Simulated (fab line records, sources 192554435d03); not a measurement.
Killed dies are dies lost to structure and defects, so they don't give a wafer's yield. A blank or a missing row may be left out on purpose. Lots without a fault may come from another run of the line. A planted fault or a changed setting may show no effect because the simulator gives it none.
Chamber matching | flow n5_finfet | N5_GATE_CUT_SAC_CAP_01 on ald_sin-04: 4 sister chambers
The step material SiNx, target thk 24 nm, pulse time 1 s, ald cycles 480. 4 wafers are shown with their chamber, then 12 later ones without.

WAFERS WITH THEIR CHAMBER
wafer  | chamber | heater_power_w (W)
L076.2 | 0       | 869
L085.5 | 2       | 978
L087.2 | 3       | 864
L087.5 | 1       | 758

WAFERS WITHOUT THEIR CHAMBER
wafer  | heater_power_w (W)
L089.1 | 859
L089.5 | 846
L089.6 | 754
L090.1 | 972
L090.2 | 868
L090.5 | 774
L094.1 | 885
L094.2 | 964
L094.6 | 742
L096.1 | 970
L096.2 | 751
L096.4 | 870

WHICH CHAMBER EACH WENT THROUGH
wafer  | from the rows above     | in truth
L089.1 | can't be placed: 3 or 0 | 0
L089.5 | can't be placed: 3 or 0 | 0
L089.6 | 1                       | 1
L090.1 | 2                       | 2
L090.2 | can't be placed: 0 or 3 | 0
L090.5 | 1                       | 1
L094.1 | can't be placed: 0 or 3 | 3
L094.2 | 2                       | 2
L094.6 | 1                       | 1
L096.1 | 2                       | 2
L096.2 | 1                       | 1
L096.4 | can't be placed: 0 or 3 | 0
Placed correctly: 7 of 12. Can't be placed from these rows: 5 (the true chamber is among the candidates in 5). Placed wrongly: 0.
How it was worked out, from the rows above alone: a wafer's distance from a chamber is the root of the sum, over the readings, of the square of ((its reading less the chamber's mean) divided by the reading's scatter). The wafer belongs to the nearest chamber; if the next one is less than 2 further off, it can't be placed. A chamber's mean is the mean of its shown wafers. The scatter: with one shown wafer a chamber, the root of the mean of the squares of how far each hidden wafer lies from its nearest shown one.
